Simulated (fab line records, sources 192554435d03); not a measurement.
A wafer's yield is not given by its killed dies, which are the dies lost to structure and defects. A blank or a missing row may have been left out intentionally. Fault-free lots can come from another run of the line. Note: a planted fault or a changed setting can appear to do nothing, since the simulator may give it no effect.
A struck lot beside a sound one || flow n5 finfet || 16 steps out of a route of 1938
Sound: the wafers L299.3, L299.4, L299.5. Struck: wafer L305.4 (left out: L305.6, a lot-mate that was not struck); the cause follows at the end.
At each step with rows: each side's tool, then ch and its chambers, then its first start. Under that, the readings that differ: sound wafers || struck wafers || difference of the means || sigmas: that difference in standard deviations of wafers without a fault.
alike: readings whose means differ by less than 2 such deviations, and words and numbers that are the same on both sides. not compared: withheld readings, readings that some wafer has no value for, bounds like >300 that may hide the same value, and numbers for which the record gives no deviation and whose values overlap.
A row with sigmas, a row that says differs or no value, or rows on one side alone: a step with any of these is where the two part. When numbers do not overlap yet have no deviation, they are printed without sigmas and do not part them. A reading missing from all wafers of one side parts the sides only when that side holds two or more wafers.

N5_BEOL_M9_HM_DEP_02: deposits TiN, target thk 20 nm.
  struck on pvd sputter-01, day 14 17:04; sound on pvd sputter-02, day 12 13:15
  alike: substrate temp c, throttle valve pct
then, 8 steps without rows for these wafers: N5_BEOL_M9_COAT_59 (time 60 s, resist thk 100 nm); N5_BEOL_M9_COAT_60 (time 60 s, resist thk 30 nm); N5_BEOL_M9_COAT_05 (resist thk 90 nm); N5_BEOL_M9_EBR_07; N5_BEOL_M9_SOFTBAKE_06 (time 60 s); N5_BEOL_M9_EXPOSE_08 (exposes mask M9); N5_BEOL_M9_PEB_09 (peb time 60 s); N5_BEOL_M9_DEVELOP_10 (develop time 30 s).
N5_BEOL_M9_CD_MEAS_11: the cd target is 64.1 nm.
  sound on cd sem-01 ch 0, day 12 13:38; struck on cd sem-02 ch 0, day 14 17:26
  alike: cd nm
N5_BEOL_M9_OVL_MEAS_12:
  sound on overlay-01 ch 0, day 12 13:39; struck on overlay-02 ch 0, day 14 17:28
  alike: M9_OVL
N5_BEOL_M9_INSPECT_13: inspects for defects (brightfield).
  struck on defect inspect-02, day 14 17:29; sound on defect inspect-02, day 12 13:41
  alike: raw defect count
N5_BEOL_M9_DESCUM_16: chemistry O2, time 7.9 s.
  sound on rie diel-01 ch 0,1,3, day 12 13:44; struck on rie diel-04 ch 0, day 14 17:35
  alike: drypump motor current A, oes product au, rf vpp V, showerhead plenum p Torr, throttle valve pct
  not compared: rf hours counter h, model.CAR-ArF_of_BEOL_M9_COAT_05.thk nm
N5_BEOL_M9_ETCH_61: etches SiARC in CF4, target depth 39 nm, time 65 s.
  sound on rie diel-01 ch 0,1,3, day 12 13:46; struck on rie diel-04 ch 0, day 14 17:37
  alike: cf4 flow sccm, drypump motor current A, etch rf on time s, oes product au, rf vpp V, showerhead plenum p Torr, throttle valve pct
  not compared: rf hours counter h, model.CAR-ArF_of_BEOL_M9_COAT_05.thk nm
N5_BEOL_M9_ETCH_62: etches SOC in N2/H2, target depth 110 nm, overetch 22 nm, time 165 s.
  sound on rie diel-01 ch 0,1,3, day 12 13:49; struck on rie diel-04 ch 0, day 14 17:40
  alike: drypump motor current A, oes product au, rf vpp V, showerhead plenum p Torr, throttle valve pct
  not compared: rf hours counter h
next, for these wafers, 1 step has no rows: N5_PASSIVATION_PROBE_49.

## WHERE THEY PART
Nowhere in this record.

WHY: what had been put in by the simulator
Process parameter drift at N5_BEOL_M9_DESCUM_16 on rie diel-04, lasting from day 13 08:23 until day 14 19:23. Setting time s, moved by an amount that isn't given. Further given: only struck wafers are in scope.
